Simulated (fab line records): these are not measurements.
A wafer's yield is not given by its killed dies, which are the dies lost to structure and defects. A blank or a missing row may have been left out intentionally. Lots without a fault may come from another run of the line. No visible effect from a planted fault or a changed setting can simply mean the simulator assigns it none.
Shared-tool check ; flow n5Finfet ; Sampled: 10 lots, 30 wafers

REASON IT WAS OPENED
Of 10 lots, 2 have the reading IOFF_N flagged at N5_BEOL_M4_RC_MEAS_101. Fault-free wafers read 0.155 nA/um, with a standard deviation of 0.019.
Rule: a lot is flagged when every wafer of it that has a number lies more than 4 standard deviations from that mean, or none has a number. As for the other lots, they are considered sound.

lot;measured;on;IOFF_N (nA/um), wafer by wafer;flag
L797;day 9 04:07;prober-01;0.173 0.139 0.135;
L800;day 10 03:50;prober-01;0.126 0.148 0.149;
L799;day 10 12:52;prober-01;0.152 0.134 0.153;
L801;day 10 22:22;prober-01;0.172 0.161 0.140;
L802;day 11 10:13;prober-01;0.166 0.135 0.171;
L804;day 13 01:34;prober-02;0.177 0.182 0.156;
L808;day 14 12:06;prober-01;0.151 0.178 0.139;
L817;day 17 06:04;prober-02;4.200 2.958 4.553;FLAGGED
L816;day 17 07:20;prober-02;4.477 3.345 3.368;FLAGGED
L805;day 17 15:38;prober-02;0.134 0.138 0.144;
Flagged lots average 3.817 nA/um: +3.662 nA/um relative to the usual, that is +99 or more standard deviations.

WHICH TOOL RAN EACH LOT
Before the reading, the record contains 4 process steps out of a 1938-step route. Each cell gives the tool, then ch followed by the chambers the sampled wafers passed through, then the start.
lot;flag;N5_WELL_APT_IMPLANT_32;N5_BEOL_M4_ANNEAL_87;N5_BEOL_M4_SPUTTER_88;N5_BEOL_M4_ANNEAL_91
L797;;implanter-02 ch 0, day 1 15:43;pvdSputter-02, day 9 01:58;pvdSputter-02, day 9 02:07;pvdSputter-02, day 9 02:25
L800;;implanter-02 ch 0, day 2 09:19;pvdSputter-01, day 10 01:38;pvdSputter-01, day 10 01:46;pvdSputter-01, day 10 02:04
L799;;implanter-02 ch 0, day 2 03:44;pvdSputter-01, day 10 10:16;pvdSputter-01, day 10 10:25;pvdSputter-01, day 10 10:43
L801;;implanter-02 ch 0, day 2 15:25;pvdSputter-01, day 10 19:47;pvdSputter-01, day 10 19:56;pvdSputter-01, day 10 20:14
L802;;implanter-02 ch 0, day 2 21:14;pvdSputter-01, day 11 08:05;pvdSputter-01, day 11 08:13;pvdSputter-01, day 11 08:31
L804;;implanter-02 ch 0, day 3 09:11;pvdSputter-01, day 12 23:16;pvdSputter-01, day 12 23:25;pvdSputter-01, day 12 23:43
L808;;implanter-01 ch 0, day 4 09:40;pvdSputter-03, day 14 09:59;pvdSputter-03, day 14 10:07;pvdSputter-03, day 14 10:25
L817;FLAGGED;implanter-02 ch 0, day 6 15:47;pvdSputter-01, day 17 03:56;pvdSputter-01, day 17 04:05;pvdSputter-01, day 17 04:23
L816;FLAGGED;implanter-01 ch 0, day 6 09:47;pvdSputter-02, day 17 05:08;pvdSputter-02, day 17 05:16;pvdSputter-02, day 17 05:34
L805;;implanter-02 ch 0, day 3 15:14;pvdSputter-02, day 17 13:30;pvdSputter-02, day 17 13:38;pvdSputter-02, day 17 13:56
What the steps here do:
- N5_WELL_APT_IMPLANT_32
- N5_BEOL_M4_ANNEAL_87: time 240 s.
- N5_BEOL_M4_SPUTTER_88: material Cu, target thk 4.5 nm, time 8.29 s.
- N5_BEOL_M4_ANNEAL_91: time 240 s.
- N5_BEOL_M4_RC_MEAS_101

FLAGGED AGAINST TOTAL, ONE TOOL AT A TIME (gauges that did the reading follow at the end)
step;tool;lots run;flagged;share of the flagged lots;sound lots run after its first flagged lot
N5_WELL_APT_IMPLANT_32;implanter-01;2;1;some;0
N5_WELL_APT_IMPLANT_32;implanter-02;8;1;some;0
N5_BEOL_M4_ANNEAL_87;pvdSputter-01;6;1;some;0
N5_BEOL_M4_ANNEAL_87;pvdSputter-02;3;1;some;1 (L805)
N5_BEOL_M4_ANNEAL_87;pvdSputter-03;1;0;none;-
N5_BEOL_M4_SPUTTER_88;pvdSputter-01;6;1;some;0
N5_BEOL_M4_SPUTTER_88;pvdSputter-02;3;1;some;1 (L805)
N5_BEOL_M4_SPUTTER_88;pvdSputter-03;1;0;none;-
N5_BEOL_M4_ANNEAL_91;pvdSputter-01;6;1;some;0
N5_BEOL_M4_ANNEAL_91;pvdSputter-02;3;1;some;1 (L805)
N5_BEOL_M4_ANNEAL_91;pvdSputter-03;1;0;none;-
N5_BEOL_M4_RC_MEAS_101;prober-01;6;0;none;-
N5_BEOL_M4_RC_MEAS_101;prober-02;4;2;all;1 (L805)

WHAT THE TABLE ALLOWS
Rows of the table that ran each flagged lot: 1, that is prober-02 at N5_BEOL_M4_RC_MEAS_101.
- prober-02 at N5_BEOL_M4_RC_MEAS_101 ran 4 lots, 2 of them flagged. Sound lots followed the first flagged one (L805) on it, something a lasting fault affecting the whole tool could not allow.
Not one row of the table ran every flagged lot while running no sound lot after the first.

WHAT WAS PUT IN BY THE SIMULATOR
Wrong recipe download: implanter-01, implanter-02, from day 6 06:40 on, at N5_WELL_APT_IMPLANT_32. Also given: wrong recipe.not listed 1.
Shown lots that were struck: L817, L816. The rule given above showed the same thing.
